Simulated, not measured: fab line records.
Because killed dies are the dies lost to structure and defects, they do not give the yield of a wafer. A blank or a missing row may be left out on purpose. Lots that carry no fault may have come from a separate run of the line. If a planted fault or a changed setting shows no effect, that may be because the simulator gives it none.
A lot that was struck, set against a sound lot / flow nand_harc / 14 out of 1159 route steps
Sound: these wafers, L820.2, L820.3, L820.4. Struck: wafer L830.6 (L830.3, L830.5, from the same lot, were not struck and are left out); the cause is given at the end.
Order at every step that has rows: each side's tool, ch and its chambers, its first start. Under that, the readings that differ: sound wafers / struck wafers / difference of the means / sigmas: that difference in standard deviations of wafers without a fault.
alike: same words and numbers on both sides, and readings whose means sit less than 2 such deviations apart. not compared: any withheld reading, any reading some wafer has no value for, any bound like >300 that may hide the same value, and any number with overlapping values for which the record gives no deviation.
The two part at a step that has a row with sigmas, a row that says differs or no value, or rows on one side only. Numbers that have no deviation but don't overlap get no sigmas and don't part them. Lack of a reading on every wafer of one side parts them only where that side has two or more wafers.

NHARC_A_STAIRCASE_DEP_156: deposits SiNx, target thk 50 nm.
  sound on pecvd-01 ch 0,2, day 11 15:22; struck on pecvd-01 ch 1, day 14 15:49
reading=showerhead_vpp_V (V); sound=1431 1360 1450; struck=1222; difference=-192; sigmas=-2
  alike: heater_power_w, rf_fwd_power_W
then, 9 steps without rows for these wafers: NHARC_A_STAIRCASE_DEHYDRATE_158 (time 120 s); NHARC_A_STAIRCASE_HMDS_159 (time 30 s); NHARC_A_STAIRCASE_COAT_160; NHARC_A_STAIRCASE_SOFTBAKE_161 (time 170 s); NHARC_A_STAIRCASE_EBR_162; NHARC_A_STAIRCASE_EXPOSE_163 (exposes mask STAIR OPEN); NHARC_A_STAIRCASE_PEB_164 (peb time 130 s); NHARC_A_STAIRCASE_DEVELOP_165 (time 140 s); NHARC_A_STAIRCASE_HARDBAKE_167 (time 140 s).
NHARC_A_STAIRCASE_DESCUM_168: chemistry O2, time 3 s.
  sound on rie_diel-11 ch 0,1,3, day 11 16:19; struck on rie_diel-11 ch 0, day 14 16:52
reading=throttle_valve_pct (%); sound=11.305 11.321 11.304; struck=11.332; difference=+0.022; sigmas=+3
  alike: drypump_motor_current_A, oes_product_au, rf_vpp_V, showerhead_plenum_p_Torr
  not compared: rf_hours_counter_h
NHARC_A_STAIRCASE_ETCH_169: etches the open film in CH3F/O2, target depth 50 nm, time 107.1 s.
  sound on rie_diel-11 ch 0,2,3, day 11 16:24; struck on rie_diel-11 ch 0, day 14 16:58
reading=run_length_s (s); sound=128.8 128.2 128.6; struck=140.0; difference=+11.5; sigmas=+31
  alike: drypump_motor_current_A, oes_product_au, rf_fwd_power_W, rf_vpp_V, showerhead_plenum_p_Torr, throttle_valve_pct
  not compared: rf_hours_counter_h
NHARC_A_STAIRCASE_ETCH_170: etches the open film in C4F6/O2, target depth 200 nm, time 66.667 s.
  sound: rie_diel-11 ch 0,2,3; struck: rie_diel-11 ch 2
  alike: drypump_motor_current_A, oes_product_au, rf_fwd_power_W, rf_vpp_V, run_length_s, showerhead_plenum_p_Torr, throttle_valve_pct
  not compared: rf_hours_counter_h
-- record jumps: 9 days between struck wafers' starts before vs after; left off in module A_STAIRCASE, resumes in module END, first step shown is number 1159 of the route --
NHARC_END_SORT_01:
  sound on prober-01 ch 0, day 21 01:20; struck on prober-01 ch 0, day 24 00:25
  alike: killed_at_array, killed_at_other, killed_at_periphery, killed_dies, killed_open, killed_short

== WHERE THEY PART ==
Earliest at NHARC_A_STAIRCASE_DEP_156; latest, in this record, at NHARC_A_STAIRCASE_ETCH_169. Later steps at which nothing parts them and some readings are alike: NHARC_A_STAIRCASE_ETCH_170, NHARC_END_SORT_01.

WHY: what had been put in by the simulator
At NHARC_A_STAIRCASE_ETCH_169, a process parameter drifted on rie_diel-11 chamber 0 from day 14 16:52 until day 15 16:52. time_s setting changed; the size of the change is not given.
